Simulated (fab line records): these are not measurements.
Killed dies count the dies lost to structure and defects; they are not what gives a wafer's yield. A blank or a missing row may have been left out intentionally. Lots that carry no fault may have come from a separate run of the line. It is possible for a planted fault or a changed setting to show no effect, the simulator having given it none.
Check of tool commonality ; flow n5-finfet ; Lots sampled 8, wafers sampled 24

## WHY IT WAS OPENED
At N5_BEOL_M14_RS_MEAS_54 the reading M14_RS is flagged on 2 of 8 lots. Fault-free wafers read 0.0333 ohm/sq, with a standard deviation of 0.0006.
Rule: a lot is flagged in two cases, either no wafer of it has a number, or all its wafers with numbers fall more than 4 standard deviations from that mean. The rest of the lots are taken to be sound.

lot;measured;on;M14_RS (ohm/sq), wafer by wafer;flag
L994;day 11 21:13;film-metro-02;0.0325 0.0330 0.0328;
L104;day 14 23:16;film-metro-02;32.548 32.529 32.828;FLAGGED
L105;day 15 06:05;film-metro-01;32.637 32.751 32.423;FLAGGED
L108;day 15 20:31;film-metro-01;0.0333 0.0335 0.0337;
L111;day 17 00:45;film-metro-01;0.0338 0.0331 0.0338;
L114;day 17 03:43;film-metro-02;0.0334 0.0334 0.0341;
L112;day 17 05:38;film-metro-01;0.0338 0.0335 0.0340;
L115;day 17 21:20;film-metro-01;0.0342 0.0337 0.0339;
Flagged lots average 32.6193 ohm/sq: +32.5860 ohm/sq relative to the usual, that is +99 or more standard deviations.

## LOT BY LOT: THE TOOL USED
Before the reading, the record contains 4 process steps out of a 1938-step route. Cell contents, in order: the tool; ch with the chambers the sampled wafers went through; the start.
lot;flag;N5_BEOL_M14_DESCUM_33;N5_BEOL_M14_PRE_CLEAN_42;N5_BEOL_M14_SPUTTER_45;N5_BEOL_M14_CMP_49
L994;;rie-diel-02 ch 1,2,3, day 11 18:55;pvd-sputter-01, day 11 19:53;pvd-sputter-01, day 11 20:05;cmp-02 ch 0,1,2, day 11 20:52
L104;FLAGGED;rie-diel-02 ch 0,1, day 14 17:54;pvd-sputter-03, day 14 20:43;pvd-sputter-03, day 14 20:55;cmp-04 ch 0,1, day 14 22:52
L105;FLAGGED;rie-diel-01 ch 1,2, day 15 00:07;pvd-sputter-01, day 15 04:52;pvd-sputter-01, day 15 05:04;cmp-02 ch 0,3, day 15 05:40
L108;;rie-diel-01 ch 0,1,2, day 15 15:26;pvd-sputter-03, day 15 18:49;pvd-sputter-03, day 15 19:01;cmp-03 ch 0,1,2, day 15 20:05
L111;;rie-diel-01 ch 0,1,3, day 16 20:00;pvd-sputter-01, day 16 23:31;pvd-sputter-01, day 16 23:43;cmp-04 ch 0,1,2, day 17 00:22
L114;;rie-diel-01 ch 0,1,3, day 17 01:16;pvd-sputter-03, day 17 02:29;pvd-sputter-03, day 17 02:41;cmp-04 ch 0,2,3, day 17 03:17
L112;;rie-diel-01 ch 0,3, day 17 02:02;pvd-sputter-03, day 17 03:08;pvd-sputter-03, day 17 03:20;cmp-02 ch 0,2, day 17 05:13
L115;;rie-diel-01 ch 0,1,2, day 17 17:02;pvd-sputter-01, day 17 19:37;pvd-sputter-01, day 17 19:49;cmp-02 ch 0,3, day 17 20:56
What is done by these steps:
- N5_BEOL_M14_DESCUM_33: chemistry O2, time 7.9 s.
- N5_BEOL_M14_PRE_CLEAN_42: time 30 s.
- N5_BEOL_M14_SPUTTER_45: material Cu, target thk 100 nm, time 16.67 s.
- N5_BEOL_M14_CMP_49: polishes, stops on SiO2, t overpolish 5.2 s, target thk 560 nm.
- N5_BEOL_M14_RS_MEAS_54: measures by four-point-probe.

## FLAGGED OVER TOTAL, TOOL BY TOOL (the gauges that took the reading come last)
step;tool;lots run;flagged;share of the flagged lots;sound lots run after its first flagged lot
N5_BEOL_M14_DESCUM_33;rie-diel-01;6;1;some;5 (L108,L111,L114,L112,L115)
N5_BEOL_M14_DESCUM_33;rie-diel-02;2;1;some;0
N5_BEOL_M14_PRE_CLEAN_42;pvd-sputter-01;4;1;some;2 (L111,L115)
N5_BEOL_M14_PRE_CLEAN_42;pvd-sputter-03;4;1;some;3 (L108,L114,L112)
N5_BEOL_M14_SPUTTER_45;pvd-sputter-01;4;1;some;2 (L111,L115)
N5_BEOL_M14_SPUTTER_45;pvd-sputter-03;4;1;some;3 (L108,L114,L112)
N5_BEOL_M14_CMP_49;cmp-02;4;1;some;2 (L112,L115)
N5_BEOL_M14_CMP_49;cmp-03;1;0;none;-
N5_BEOL_M14_CMP_49;cmp-04;3;1;some;2 (L111,L114)
N5_BEOL_M14_RS_MEAS_54;film-metro-01;5;1;some;4 (L108,L111,L112,L115)
N5_BEOL_M14_RS_MEAS_54;film-metro-02;3;1;some;1 (L114)

## THE TABLE: WHAT IT ALLOWS
No row of the table ran every flagged lot.

## WHAT THE SIMULATOR HAD PUT IN
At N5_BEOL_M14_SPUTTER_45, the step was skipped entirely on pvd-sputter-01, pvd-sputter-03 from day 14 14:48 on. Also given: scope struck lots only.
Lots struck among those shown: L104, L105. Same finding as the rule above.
